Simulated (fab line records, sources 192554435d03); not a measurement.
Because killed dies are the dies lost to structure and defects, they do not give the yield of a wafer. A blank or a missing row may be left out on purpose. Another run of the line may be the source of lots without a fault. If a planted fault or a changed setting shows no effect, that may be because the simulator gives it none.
fab line records + flow n5-finfet
record
- lots=9
- wafers=25
- last-day=16
route steps=1938 shown BEOL_M0_SAQP@652 BEOL_M4@1111 PASSIVATION@1936
lots with no fault: from the same line, run without faults
start-h: the number of hours between the record's first day and the start of the first shown wafer of the lot + wait-h: hours since the lot's step before + " repeats the value in the row above + L1.1+2: a single row standing in for several wafers + - no value, or no start given + * or withheld: withheld + < > ~ a bound
route shown NAME@n: NAME is a module with steps in the file, n the number in the route of the first one + usual: mean and standard deviation over wafers with no fault + same: alike in all rows + chamber/n: place in a boat + sites: readings site by site + _std_site: their standard deviation + _edge_site: inner sites' mean taken away from outer sites' mean + radius-mm: how far each site lies from the wafer's centre + mask NAME#n: copy n + behind: the tool/chamber that last shaped the wafer + hold: cause of the lot's hold/its duration in hours/its outcome + device: whichever transistor did not switch (one of n, p or np) + end of line: tests of these same wafers at the route's end + a step given without rows: its recipe and nothing more + killed: dies that structure and defects cost at the first sort, which is not the same as the wafer's yield + map: shows each die of a wafer: x if killed, . if not, _ if none is there
set.NAME: setting as actually run; set.NAME@STEP: the setting as run at that earlier step + model.NAME: the simulator's own value behind a step, which no gauge read
a sample of lots followed through the steps of the route, with each step as a table and each wafer as a row
services: a tool's chamber out of use, with start hour (start-h, from the record's first day; less than 0 if before it), hours out, and reason
## steps
# step N5_BEOL_M0_SAQP_DESCUM_19
# recipe
- chemistry=O2
- time-s=7.9
- source-power-w=50
- bias-power-w=20
- pressure-mtorr=20
- rf-frequency-hz=2.712e+07
- temp-c=40
- resist=CAR-ArF
- o2-flow-sccm=225
# usual
- drypump-motor-current-A=5.6/0.55
- oes-product-au=0.76/0.089
- rf-vpp-V=242.9/1.5
- showerhead-plenum-p-Torr=2.08/0.077
- throttle-valve-pct=20.39/0.27
| lot.wafer | tool        | chamber | start-h | wait-h | drypump-motor-current-A | oes-product-au | rf-hours-counter-h | rf-vpp-V | showerhead-plenum-p-Torr | throttle-valve-pct |
|-----------|-------------|---------|---------|--------|-------------------------|----------------|--------------------|----------|--------------------------|--------------------|
| L788.4    | rie-diel-04 | 0       | 110.92  | 0.0    | 5.1                     | 0.73           | 186                | 241.9    | 1.99                     | 20.26              |
| L788.5    | "           | 1       | "       | "      | 5.0                     | 0.75           | -                  | 242.5    | 2.01                     | 20.44              |
| L788.6    | "           | 0       | "       | "      | 5.1                     | 0.72           | -                  | 242.0    | 1.99                     | 20.25              |
| L793.2    | rie-diel-05 | 2       | 141.78  | 0.3    | 5.6                     | 0.67           | 225                | 243.3    | 2.16                     | 20.05              |
| L793.3    | "           | 3       | "       | "      | 5.0                     | 0.68           | 238                | 243.1    | 2.04                     | 20.01              |
| L793.5    | "           | 2       | "       | "      | 5.7                     | 0.67           | -                  | 244.0    | 2.16                     | 20.06              |
| L795.2    | rie-diel-05 | 0       | 152.04  | 0.0    | 5.5                     | 0.92           | 34                 | 244.7    | 2.13                     | 19.84              |
| L795.3    | "           | 3       | "       | "      | 5.0                     | 0.68           | 241                | 242.1    | 2.04                     | 20.02              |
| L795.5    | "           | 3       | "       | "      | 5.0                     | 0.69           | -                  | 242.4    | 2.04                     | 20.02              |
| L796.1    | rie-diel-04 | 3       | 162.03  | 0.1    | 6.1                     | 0.77           | 121                | 242.6    | 2.02                     | 20.47              |
| L796.4    | "           | 1       | "       | "      | 5.0                     | 0.72           | 163                | 240.9    | 2.01                     | 20.44              |
| L796.6    | "           | 1       | "       | "      | 5.0                     | 0.72           | -                  | 240.8    | 2.01                     | 20.44              |
| L801.3    | rie-diel-05 | 1       | 187.31  | 0.0    | 5.8                     | 0.70           | 242                | 241.6    | 1.98                     | 20.41              |
| L801.6    | "           | 1       | "       | "      | 5.8                     | 0.68           | -                  | 240.6    | 1.98                     | 20.43              |
| L804.3    | rie-diel-05 | 3       | 205.43  | 0.1    | 5.0                     | 1.00           | 1                  | 243.0    | 2.04                     | 19.59              |
| L804.5    | "           | 1       | "       | "      | 5.8                     | 0.69           | -                  | 240.5    | 1.98                     | 20.45              |
| L804.6    | "           | 0       | "       | "      | 5.5                     | 0.87           | -                  | 243.6    | 2.12                     | 19.85              |
| L805.1    | rie-diel-03 | 2       | 212.16  | 0.0    | 6.6                     | 0.75           | 167                | 242.2    | 2.19                     | 20.43              |
| L805.4    | "           | 3       | "       | "      | 5.4                     | 0.95           | -                  | 241.7    | 2.06                     | 20.41              |
| L805.5    | "           | 1       | "       | "      | 4.9                     | 0.86           | -                  | 245.4    | 2.20                     | 20.63              |
| L806.1    | rie-diel-04 | 2       | 217.34  | 0.0    | 6.3                     | 0.69           | 229                | 243.4    | 2.07                     | 20.73              |
| L806.6    | "           | 3       | "       | "      | 6.0                     | 0.76           | -                  | 242.9    | 2.02                     | 20.48              |
| L807.2    | rie-diel-05 | 2       | 226.38  | 0.3    | 5.7                     | 0.65           | 254                | 243.9    | 2.14                     | 20.10              |
| L807.4    | "           | 0       | "       | "      | 5.5                     | 0.87           | -                  | 244.0    | 2.12                     | 19.88              |
| L807.6    | "           | 3       | "       | "      | 5.0                     | 0.95           | -                  | 241.8    | 2.03                     | 19.59              |
# step N5_BEOL_M0_SAQP_ETCH_102
# recipe
- chemistry=CF4
- target=SiO2
- target-depth-a=40
- ion-energy-ev=350
- time-s=4.4
- pressure-mtorr=10
- icp-w=800
- bias-w=400
- cf4-flow-sccm=80
# usual
- drypump-motor-current-A=5.8/0.43
- oes-product-au=0.996/0.018
- throttle-valve-pct=21.74/0.25
| lot.wafer | tool      | chamber | start-h | wait-h | drypump-motor-current-A | oes-product-au | rf-hours-counter-h | throttle-valve-pct |
|-----------|-----------|---------|---------|--------|-------------------------|----------------|--------------------|--------------------|
| L788.4    | rie-si-06 | 0       | 113.16  | 0.1    | 6.1                     | 1.001          | 76                 | 21.56              |
| L788.5    | "         | 0       | "       | "      | 6.1                     | 1.015          | -                  | 21.59              |
| L788.6    | "         | 3       | "       | "      | 5.3                     | 0.989          | -                  | 21.57              |
| L793.2    | rie-si-06 | 1       | 143.71  | 0.1    | 6.0                     | 0.987          | 18                 | 21.81              |
| L793.3    | "         | 0       | "       | "      | 6.1                     | 1.008          | 76                 | 21.57              |
| L793.5    | "         | 2       | "       | "      | 5.6                     | 0.975          | -                  | 21.58              |
| L795.2    | rie-si-06 | 2       | 154.05  | 0.1    | 5.7                     | 0.977          | 0                  | 21.58              |
| L795.3    | "         | 0       | "       | "      | 6.1                     | 1.011          | 77                 | 21.58              |
| L795.5    | "         | 2       | "       | "      | 5.6                     | 0.973          | -                  | 21.58              |
| L796.1    | rie-si-01 | 2       | 163.97  | 0.1    | 5.5                     | 0.992          | 57                 | 21.67              |
| L796.4    | "         | 1       | "       | "      | 5.2                     | 1.006          | 182                | 21.94              |
| L796.6    | "         | 2       | "       | "      | 5.5                     | 0.994          | -                  | 21.66              |
| L801.3    | rie-si-05 | 1       | 189.99  | 0.1    | 5.8                     | 1.033          | 10                 | 21.49              |
| L801.6    | "         | 3       | "       | "      | 5.7                     | 0.968          | -                  | 21.75              |
| L804.3    | rie-si-01 | 1       | 207.30  | 0.1    | 5.2                     | 0.998          | 182                | 21.92              |
| L804.5    | "         | 0       | "       | "      | 6.7                     | 1.006          | -                  | 21.81              |
| L804.6    | "         | 1       | "       | "      | 5.2                     | 0.999          | -                  | 21.94              |
| L805.1    | rie-si-01 | 2       | 213.87  | 0.1    | 5.5                     | 0.990          | 58                 | 21.67              |
| L805.4    | "         | 0       | "       | "      | 6.8                     | 1.002          | 133                | 21.80              |
| L805.5    | "         | 1       | "       | "      | 5.2                     | 0.995          | -                  | 21.93              |
| L806.1    | rie-si-05 | 2       | 219.85  | 0.1    | 6.4                     | 0.980          | 170                | 22.33              |
| L806.6    | "         | 2       | "       | "      | 6.4                     | 0.981          | -                  | 22.32              |
| L807.2    | rie-si-06 | 1       | 228.09  | 0.1    | 6.1                     | 0.989          | 19                 | 21.82              |
| L807.4    | "         | 0       | "       | "      | 6.1                     | 1.011          | 78                 | 21.58              |
| L807.6    | "         | 3       | "       | "      | 5.3                     | 0.999          | -                  | 21.59              |
# step N5_BEOL_M0_SAQP_MANDREL_ETCH_103
# recipe
- chemistry=HBr/Cl2
- target=a-Si
- target-depth-a=450
- bt-time-s=10
- stop-on=SiCN
- mask-material=SiO2
- over-etch-frac=0.8
- time-s=27
- pressure-mtorr=10
- icp-w=800
- bias-w=75
- HBr_flow_sccm=150
- Cl2_flow_sccm=80
- ends=end-point
# usual
- drypump-motor-current-A=5.8/0.43
- oes-product-au=0.684/0.011
- throttle-valve-pct=35.4/0.36
| lot.wafer | tool      | chamber | start-h | wait-h | drypump-motor-current-A | oes-product-au | rf-hours-counter-h | throttle-valve-pct |
|-----------|-----------|---------|---------|--------|-------------------------|----------------|--------------------|--------------------|
| L788.4    | rie-si-06 | 0       | 113.19  | 0.0    | 6.1                     | 0.687          | 76                 | 34.9               |
| L788.5    | "         | 0       | "       | "      | 6.1                     | 0.684          | -                  | 34.9               |
| L788.6    | "         | 3       | "       | "      | 5.3                     | 0.676          | -                  | 35.3               |
| L793.2    | rie-si-06 | 1       | 143.74  | 0.0    | 6.1                     | 0.683          | 18                 | 35.7               |
| L793.3    | "         | 0       | "       | "      | 6.1                     | 0.684          | 76                 | 34.9               |
| L793.5    | "         | 2       | "       | "      | 5.6                     | 0.674          | -                  | 35.4               |
| L795.2    | rie-si-06 | 2       | 154.08  | 0.0    | 5.7                     | 0.677          | 0                  | 35.4               |
| L795.3    | "         | 0       | "       | "      | 6.1                     | 0.690          | 77                 | 34.9               |
| L795.5    | "         | 2       | "       | "      | 5.7                     | 0.684          | -                  | 35.3               |
| L796.1    | rie-si-01 | 2       | 164.01  | 0.0    | 5.5                     | 0.659          | 57                 | 34.9               |
| L796.4    | "         | 1       | "       | "      | 5.2                     | 0.703          | 182                | 35.6               |
| L796.6    | "         | 2       | "       | "      | 5.5                     | 0.684          | -                  | 34.8               |
| L801.3    | rie-si-05 | 1       | 190.02  | 0.0    | 5.9                     | 0.698          | 10                 | 34.9               |
| L801.6    | "         | 3       | "       | "      | 5.7                     | 0.683          | -                  | 35.2               |
| L804.3    | rie-si-01 | 1       | 207.33  | 0.0    | 5.2                     | 0.699          | 182                | 35.6               |
| L804.5    | "         | 0       | "       | "      | 6.7                     | 0.683          | -                  | 35.5               |
| L804.6    | "         | 1       | "       | "      | 5.2                     | 0.697          | -                  | 35.6               |
| L805.1    | rie-si-01 | 2       | 213.90  | 0.0    | 5.5                     | 0.680          | 58                 | 34.9               |
| L805.4    | "         | 0       | "       | "      | 6.7                     | 0.686          | 133                | 35.5               |
| L805.5    | "         | 1       | "       | "      | 5.2                     | 0.700          | -                  | 35.6               |
| L806.1    | rie-si-05 | 2       | 219.88  | 0.0    | 6.4                     | 0.676          | 170                | 36.1               |
| L806.6    | "         | 2       | "       | "      | 6.4                     | 0.685          | -                  | 36.1               |
| L807.2    | rie-si-06 | 1       | 228.12  | 0.0    | 6.1                     | 0.704          | 19                 | 35.7               |
| L807.4    | "         | 0       | "       | "      | 6.1                     | 0.716          | 78                 | 34.9               |
| L807.6    | "         | 3       | "       | "      | 5.3                     | 0.680          | -                  | 35.3               |
# step N5_BEOL_M0_SAQP_SPACER2_ALD_26
# recipe
- material=SiO2
- target-thk-a=150
- temp-c=300
- ald-precursor-family=BDEAS
- ald-co-reactant=O2-plasma
- pulse-time-s=1
- purge-time-s=2
- co-reactant-purge-time-s=2
- pressure-torr=2
# usual
- chamber-pressure-Torr=2.000/0.0038
- heater-power-w=460/38
- precursor-pulse-height-rel=0.997/0.02
| lot.wafer | tool       | chamber | start-h | wait-h | chamber-pressure-Torr | heater-power-w | precursor-pulse-height-rel |
|-----------|------------|---------|---------|--------|-----------------------|----------------|----------------------------|
| L788.4    | ald-sin-04 | 0       | 114.94  | 0.9    | 1.997                 | 529            | 0.978                      |
| L788.5    | "          | 3       | "       | "      | 1.997                 | 446            | 1.017                      |
| L788.6    | "          | 0       | "       | "      | 1.995                 | 539            | 0.994                      |
| L793.2    | ald-sin-04 | 1       | 144.61  | 0.1    | 1.997                 | 503            | 1.016                      |
| L793.3    | "          | 2       | "       | "      | 2.000                 | 440            | 0.987                      |
| L793.5    | "          | 2       | "       | "      | 2.002                 | 447            | 0.981                      |
| L795.2    | ald-sin-04 | 2       | 154.92  | 0.1    | 1.999                 | 444            | 0.992                      |
| L795.3    | "          | 3       | "       | "      | 2.002                 | 440            | 0.992                      |
| L795.5    | "          | 2       | "       | "      | 2.003                 | 429            | 0.965                      |
| L796.1    | ald-sin-04 | 1       | 165.04  | 0.1    | 1.998                 | 500            | 0.986                      |
| L796.4    | "          | 3       | "       | "      | 1.998                 | 446            | 1.009                      |
| L796.6    | "          | 2       | "       | "      | 2.007                 | 445            | 1.036                      |
| L801.3    | ald-sin-04 | 0       | 191.25  | 0.5    | 1.993                 | 525            | 1.007                      |
| L801.6    | "          | 1       | "       | "      | 2.001                 | 488            | 0.965                      |
| L804.3    | ald-sin-04 | 3       | 208.17  | 0.1    | 2.005                 | 429            | 0.975                      |
| L804.5    | "          | 0       | "       | "      | 2.003                 | 524            | 1.013                      |
| L804.6    | "          | 3       | "       | "      | 1.999                 | 426            | 0.992                      |
| L805.1    | ald-sin-02 | 3       | 214.88  | 0.2    | 2.000                 | 410            | 0.988                      |
| L805.4    | "          | 0       | "       | "      | 1.994                 | 454            | 0.974                      |
| L805.5    | "          | 0       | "       | "      | 1.998                 | 446            | 0.990                      |
| L806.1    | ald-sin-03 | 0       | 220.80  | 0.1    | 1.999                 | 519            | 0.971                      |
| L806.6    | "          | 2       | "       | "      | 1.994                 | 447            | 0.987                      |
| L807.2    | ald-sin-02 | 1       | 229.06  | 0.1    | 2.000                 | 486            | 0.966                      |
| L807.4    | "          | 2       | "       | "      | 1.996                 | 472            | 1.004                      |
| L807.6    | "          | 0       | "       | "      | 2.001                 | 441            | 1.034                      |
# step N5_BEOL_M0_SAQP_CD_MEAS_29
# recipe
- target-cd-nm=14.4
- landing-energy-ev=1000
- detector=se-inlens
# usual
- cd-nm=14.98/0.22
| lot.wafer | tool      | chamber | start-h | wait-h | cd-nm |
|-----------|-----------|---------|---------|--------|-------|
| L788.4    | cd-sem-01 | 0       | 115.69  | 0.1    | 15.03 |
| L788.5    | "         | 0       | "       | "      | 14.97 |
| L788.6    | "         | 0       | "       | "      | 15.24 |
| L793.2    | cd-sem-03 | 0       | 145.36  | 0.1    | 14.69 |
| L793.3    | "         | 0       | "       | "      | 14.39 |
| L793.5    | "         | 0       | "       | "      | 15.27 |
| L795.2    | cd-sem-01 | 0       | 155.67  | 0.1    | 15.11 |
| L795.3    | "         | 0       | "       | "      | 14.94 |
| L795.5    | "         | 0       | "       | "      | 14.78 |
| L796.1    | cd-sem-01 | 0       | 165.82  | 0.1    | 15.13 |
| L796.4    | "         | 0       | "       | "      | 14.98 |
| L796.6    | "         | 0       | "       | "      | 28.54 |
| L801.3    | cd-sem-03 | 0       | 192.15  | 0.1    | 15.14 |
| L801.6    | "         | 0       | "       | "      | 28.28 |
| L804.3    | cd-sem-01 | 0       | 208.92  | 0.1    | 14.74 |
| L804.5    | "         | 0       | "       | "      | 14.76 |
| L804.6    | "         | 0       | "       | "      | 28.68 |
| L805.1    | cd-sem-03 | 0       | 215.79  | 0.1    | 14.96 |
| L805.4    | "         | 0       | "       | "      | 15.11 |
| L805.5    | "         | 0       | "       | "      | 14.83 |
| L806.1    | cd-sem-01 | 0       | 221.64  | 0.1    | 15.08 |
| L806.6    | "         | 0       | "       | "      | 15.06 |
| L807.2    | cd-sem-01 | 0       | 229.81  | 0.1    | 14.84 |
| L807.4    | "         | 0       | "       | "      | 15.10 |
| L807.6    | "         | 0       | "       | "      | 15.63 |
# step N5_BEOL_M4_RC_MEAS_101
# usual
- DIBL_N=36.1/1.5
- DIBL_P=36.1/1.9
- IOFF_N=0.159/0.029
- IOFF_P=0.21/0.038
- ION_N=675/11
- ION_P=464/8.1
- SS_N=71.5/0.57
- SS_P=73.3/0.64
- VT_N=249/3.1
- VT_P=-250/3.8
| lot.wafer | tool      | chamber | start-h | wait-h | DIBL_N[mV/V] | DIBL_P[mV/V] | IOFF_N[nA/um] | IOFF_P[nA/um] | ION_N[uA/um] | ION_P[uA/um] | SS_N[mV/dec] | SS_P[mV/dec] | VT_N[mV] | VT_P[mV] |
|-----------|-----------|---------|---------|--------|--------------|--------------|---------------|---------------|--------------|--------------|--------------|--------------|----------|----------|
| L788.4    | prober-01 | 0       | 158.90  | 0.5    | 37.0         | 37.6         | 0.149         | 0.21          | 664          | 462          | 71.6         | 73.3         | 249      | -251     |
| L788.5    | "         | 0       | "       | "      | 35.4         | 34.6         | 0.118         | 0.17          | 654          | 457          | 71.8         | 72.9         | 255      | -254     |
| L788.6    | "         | 0       | "       | "      | 37.2         | 38.3         | 0.144         | 0.22          | 664          | 461          | 71.6         | 73.2         | 252      | -251     |
| L793.2    | prober-01 | 0       | 194.65  | 0.2    | 34.6         | 34.2         | 0.129         | 0.18          | 665          | 463          | 71.2         | 72.7         | 252      | -254     |
| L793.3    | "         | 0       | "       | "      | 37.2         | 38.0         | 0.189         | 0.25          | 684          | 471          | 72.2         | 74.2         | 248      | -248     |
| L793.5    | "         | 0       | "       | "      | 35.8         | 36.5         | 0.154         | 0.22          | 676          | 469          | 71.4         | 73.1         | 248      | -250     |
| L795.2    | prober-01 | 0       | 201.29  | 0.2    | 41.1         | 40.4         | 0.279         | 0.29          | 694          | 470          | 72.1         | 74.6         | 245      | -248     |
| L795.3    | "         | 0       | "       | "      | 36.9         | 36.6         | 0.175         | 0.21          | 679          | 460          | 71.8         | 73.2         | 249      | -252     |
| L795.5    | "         | 0       | "       | "      | 38.0         | 37.7         | 0.186         | 0.23          | 684          | 465          | 72.0         | 74.4         | 247      | -251     |
| L796.1    | prober-02 | 0       | 219.08  | 0.0    | 37.8         | 38.2         | 0.171         | 0.24          | 679          | 470          | 72.0         | 74.1         | 250      | -249     |
| L796.4    | "         | 0       | "       | "      | 37.4         | 37.0         | 0.156         | 0.21          | 670          | 456          | 71.8         | 73.5         | 254      | -249     |
| L801.3    | prober-01 | 0       | 248.66  | 0.3    | 36.7         | 38.0         | 0.168         | 0.23          | 687          | 464          | 71.7         | 73.1         | 249      | -249     |
| L804.3    | prober-01 | 0       | 266.64  | 0.3    | 32.5         | 32.2         | 0.111         | 0.17          | 667          | 464          | 70.8         | 72.5         | 253      | -254     |
| L804.5    | "         | 0       | "       | "      | 34.4         | 33.8         | 0.129         | 0.19          | 667          | 463          | 70.5         | 72.4         | 254      | -251     |
| L805.1    | prober-01 | 0       | 269.52  | 0.0    | 35.6         | 37.1         | 0.150         | 0.19          | 663          | 457          | 71.3         | 73.5         | 253      | -254     |
| L805.4    | "         | 0       | "       | "      | 36.9         | 37.5         | 0.166         | 0.19          | 676          | 460          | 72.4         | 73.6         | 248      | -254     |
| L805.5    | "         | 0       | "       | "      | 36.6         | 37.7         | 0.169         | 0.20          | 675          | 457          | 72.3         | 73.7         | 251      | -254     |
| L806.1    | prober-01 | 0       | 274.06  | 0.0    | 35.3         | 36.4         | 0.159         | 0.21          | 688          | 463          | 72.2         | 73.5         | 248      | -249     |
| L806.6    | "         | 0       | "       | "      | 37.3         | 39.1         | 0.206         | 0.26          | 689          | 468          | 72.0         | 74.1         | 244      | -247     |
| L807.2    | prober-01 | 0       | 276.85  | 0.2    | 36.9         | 39.4         | 0.195         | 0.25          | 675          | 465          | 71.8         | 74.3         | 247      | -247     |
| L807.4    | "         | 0       | "       | "      | 36.9         | 39.2         | 0.187         | 0.23          | 673          | 463          | 72.0         | 74.5         | 249      | -252     |
| L807.6    | "         | 0       | "       | "      | 36.4         | 38.2         | 0.174         | 0.22          | 671          | 462          | 72.4         | 74.7         | 250      | -248     |
# step N5_PASSIVATION_PROBE_49
# usual
- defect-limited-yield=91.5/1.6
- killed_at_M0_to_M3=33/10
- killed_at_M4_up=13/5.6
- killed-at-contacts=13/6
- killed-at-front-end=39/12
- killed-at-other=3.0/2.8
- killed-dies=101/19
- killed-on-rim=13/4
- killed-open=65/13
- killed-short=32/8.3
- sort_bin_4_leakage=0.00/0.0072
- sort_bin_5_function=5.0/1
- sort_bin_6_memory=3.1/0.69
- sort-n-pass=1079/19
- sort-yield-pct=91.5/1.6
# same
- gross-dies=1180
- killed-at-back-side=0
- sort_bin_8_speed[%]=0
| lot.wafer | tool      | chamber | start-h | wait-h | defect-limited-yield[%] | killed_at_M0_to_M3 | killed_at_M4_up | killed-at-contacts | killed-at-front-end | killed-at-other | killed-dies | killed-on-rim | killed-open | killed-short | sort_bin_4_leakage[%] | sort_bin_5_function[%] | sort_bin_6_memory[%] | sort-n-pass | sort-yield-pct[%] |
|-----------|-----------|---------|---------|--------|-------------------------|--------------------|-----------------|--------------------|---------------------|-----------------|-------------|---------------|-------------|--------------|-----------------------|------------------------|----------------------|-------------|-------------------|
| L796.1    | prober-02 | -       | 315.71  | 0.0    | 91.9                    | 25                 | 10              | 21                 | 39                  | 0               | 95          | 11            | 68          | 22           | 0                     | 4.8                    | 2.7                  | 1085        | 91.9              |
| L796.4    | prober-02 | -       | 315.86  | 0.2    | 91.7                    | 32                 | 14              | 16                 | 36                  | 0               | 98          | 17            | 68          | 26           | 0                     | 5.1                    | 3.1                  | 1082        | 91.7              |
| L796.6    | prober-02 | -       | 315.96  | 0.3    | 0                       | 1099               | 16              | 14                 | 47                  | 4               | 1180        | 152           | 89          | 31           | 0                     | 96.3                   | 3.6                  | 0           | 0                 |
| L801.3    | prober-02 | -       | 353.86  | 0.1    | 93.2                    | 17                 | 11              | 5                  | 47                  | 0               | 80          | 11            | 51          | 24           | 0                     | 4.2                    | 2.4                  | 1100        | 93.2              |
| L801.6    | prober-02 | -       | 354.01  | 0.3    | 0                       | 1131               | 5               | 7                  | 35                  | 2               | 1180        | 152           | 42          | 38           | 0                     | 96.9                   | 2.6                  | 0           | 0                 |
| L804.3    | prober-02 | -       | 363.93  | 0.1    | 92.4                    | 30                 | 10              | 6                  | 42                  | 2               | 90          | 12            | 67          | 23           | 0                     | 4.1                    | 3.2                  | 1090        | 92.4              |
| L804.5    | prober-02 | -       | 364.03  | 0.2    | 91.9                    | 28                 | 6               | 18                 | 43                  | 1               | 96          | 18            | 65          | 24           | 0                     | 4.7                    | 2.8                  | 1084        | 91.9              |
| L804.6    | prober-02 | -       | 364.08  | 0.3    | 0                       | 1090               | 10              | 17                 | 60                  | 3               | 1180        | 152           | 79          | 47           | 0                     | 96.3                   | 3.5                  | 0           | 0                 |
| L807.6    | prober-01 | -       | 381.51  | 0.3    | 91.6                    | 40                 | 8               | 13                 | 35                  | 3               | 99          | 10            | 66          | 28           | 0                     | 5.3                    | 2.8                  | 1081        | 91.6              |
# killed by level:class
L796.1 MOL_CONTACT_COAG:geometric-particle:open=20 STI_FIN_REVEAL:geometric-particle:open=16 BEOL_M0_SAQP:geometric-particle:open=9 BEOL_M0_SAQP:geometric-particle:short=7 FIN_SAQP:geometric-particle:short=5 FIN_SAQP:geometric-particle:open=4 DUMMY_GATE:geometric-particle:open=3 ILD0:geometric-particle:open=3
L796.4 MOL_CONTACT_COAG:geometric-particle:open=10 STI_FIN_REVEAL:geometric-particle:open=9 DUMMY_GATE:geometric-particle:open=8 BEOL_M1:geometric-particle:open=8 BEOL_M3:geometric-particle:open=6 ILD0:geometric-particle:open=5 BEOL_M4:geometric-particle:open=5 STI_FIN_REVEAL:geometric-particle:short=4
L796.6 BEOL_M0_SAQP:area-ald=1059 FIN_SAQP:geometric-particle:open=16 MOL_CONTACT_COAG:geometric-particle:open=13 STI_FIN_REVEAL:geometric-particle:open=9 BEOL_M3:geometric-particle:open=9 BEOL_M0_SAQP:geometric-particle:open=7 BEOL_M0_SAQP:geometric-particle:short=7 BEOL_M0:geometric-particle:open=7
L801.3 FIN_SAQP:geometric-particle:open=10 FIN_SAQP:geometric-particle:short=8 STI_FIN_REVEAL:geometric-particle:open=7 BEOL_M4:geometric-particle:open=7 GATE_CUT:geometric-particle:short=6 BEOL_M1:geometric-particle:open=5 BEOL_M2:geometric-particle:open=5 STARTING-WAFER:geometric-particle:open=4
L801.6 BEOL_M0_SAQP:area-ald=1099 FIN_SAQP:geometric-particle:short=8 MOL_CONTACT_COAG:geometric-particle:open=6 BEOL_M2:geometric-particle:open=6 BEOL_M3:geometric-particle:open=6 STARTING-WAFER:geometric-particle:short=6 GATE_CUT:geometric-particle:short=5 BEOL_M0_SAQP:geometric-particle:short=5
L804.3 DUMMY_GATE:geometric-particle:open=13 FIN_SAQP:geometric-particle:open=8 STI_FIN_REVEAL:geometric-particle:open=7 BEOL_M0_SAQP:geometric-particle:open=7 BEOL_M3:geometric-particle:open=6 BEOL_M2:geometric-particle:open=5 MOL_CONTACT_COAG:geometric-particle:open=5 BEOL_M0_SAQP:geometric-particle:short=5
L804.5 MOL_CONTACT_COAG:geometric-particle:open=15 BEOL_M2:geometric-particle:open=9 DUMMY_GATE:geometric-particle:open=6 HKMG_FIN:area-etch=6 FIN_SAQP:geometric-particle:short=5 BEOL_M3:geometric-particle:open=5 BEOL_M1:geometric-particle:short=5 FIN_SAQP:geometric-particle:open=4
L804.6 BEOL_M0_SAQP:area-ald=1054 FIN_SAQP:geometric-particle:open=14 MOL_CONTACT_COAG:geometric-particle:open=13 STI_FIN_REVEAL:geometric-particle:open=12 BEOL_M1:geometric-particle:short=9 DUMMY_GATE:geometric-particle:open=7 BEOL_M0_SAQP:geometric-particle:short=7 FIN_SAQP:geometric-particle:short=6
L807.6 BEOL_M2:geometric-particle:open=13 MOL_CONTACT_COAG:geometric-particle:open=9 BEOL_M0_SAQP:geometric-particle:open=8 FIN_SAQP:geometric-particle:open=6 FIN_SAQP:geometric-particle:short=6 BEOL_M3:geometric-particle:open=6 STI_FIN_REVEAL:geometric-particle:open=5 GATE_CUT:geometric-particle:short=5
## services
| tool        | chamber | start-h | hours | kind                          |
|-------------|---------|---------|-------|-------------------------------|
| rie-si-06   | 3       | 118.00  | 4.1   | repair                        |
| rie-si-06   | 2       | 122.09  | -     | clean                         |
| rie-si-06   | 2       | 122.09  | 12.8  | scheduled-down                |
| rie-si-06   | 2       | 122.09  | 12.8  | vent-cycle                    |
| ald-sin-04  | 1       | 140.15  | 3.4   | repair                        |
| rie-si-05   | 2       | 142.00  | 35.5  | repair                        |
| ald-sin-02  | 2       | 142.13  | 17.0  | repair                        |
| rie-si-01   | 1       | 145.51  | 2.4   | repair                        |
| rie-si-06   | 3       | 146.01  | 1.5   | repair                        |
| rie-si-05   | -       | 149.31  | 2.8   | pm                            |
| ald-sin-04  | -       | 176.75  | 14.0  | pm                            |
| ald-sin-04  | 0       | 176.75  | 14.0  | vent-cycle                    |
| ald-sin-04  | 1       | 176.75  | 14.0  | vent-cycle                    |
| ald-sin-04  | 2       | 176.75  | 14.0  | vent-cycle                    |
| ald-sin-04  | 3       | 176.75  | 14.0  | vent-cycle                    |
| rie-diel-05 | 3       | 180.01  | -     | clean                         |
| rie-diel-05 | 3       | 180.01  | -     | consumable-replace:focus-ring |
| rie-diel-04 | 1       | 183.48  | 4.8   | repair                        |
| ald-sin-04  | 0       | 190.75  | -     | clean                         |
| ald-sin-04  | 1       | 190.75  | -     | clean                         |
| ald-sin-04  | 2       | 190.75  | -     | clean                         |
| ald-sin-04  | 3       | 190.75  | -     | clean                         |
| ald-sin-02  | 3       | 197.40  | 3.8   | repair                        |
| ald-sin-04  | 3       | 203.34  | 4.1   | repair                        |
## key
first-sign
- step=N5_BEOL_M0_SAQP_CD_MEAS_29
- reading=cd-nm
- direction=up
- sigmas=62
- usual=14.98
- struck=28.50
effect
- step=N5_PASSIVATION_PROBE_49
- reading=killed_at_M0_to_M3
- direction=up
- sigmas=99+
- usual=33
- struck=1107
more-kills-born-at
- N5_BEOL_M0_SAQP_SPACER2_ALD_26@ald-sin-04=3212
met-at N5_BEOL_M0_SAQP_SPACER2_ALD_26
struck-lots L796,L801,L804
struck-wafers L796.6,L801.6,L804.6
later-rows-left-out L796.6,L801.6,L804.6
not-acting-at N5_BEOL_M0_SAQP_DESCUM_19,N5_BEOL_M0_SAQP_ETCH_102,N5_BEOL_M0_SAQP_MANDREL_ETCH_103
onset-between 154.92 165.04
fault
- kind=process-parameter-drift
- tool=ald-sin-04
- chamber=-
- onset-h=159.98
- steps=N5_BEOL_M0_SAQP_SPACER2_ALD_26
- channel=target-thk-a
- offset=*
- shape=step
- end-h=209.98
- scope=struck-wafers-only
- acts-in=*
- stated=*
# later-rows-left-out: the simulator's readings of these wafers behind a module that went badly wrong aren't trusted and aren't shown, but for the sort
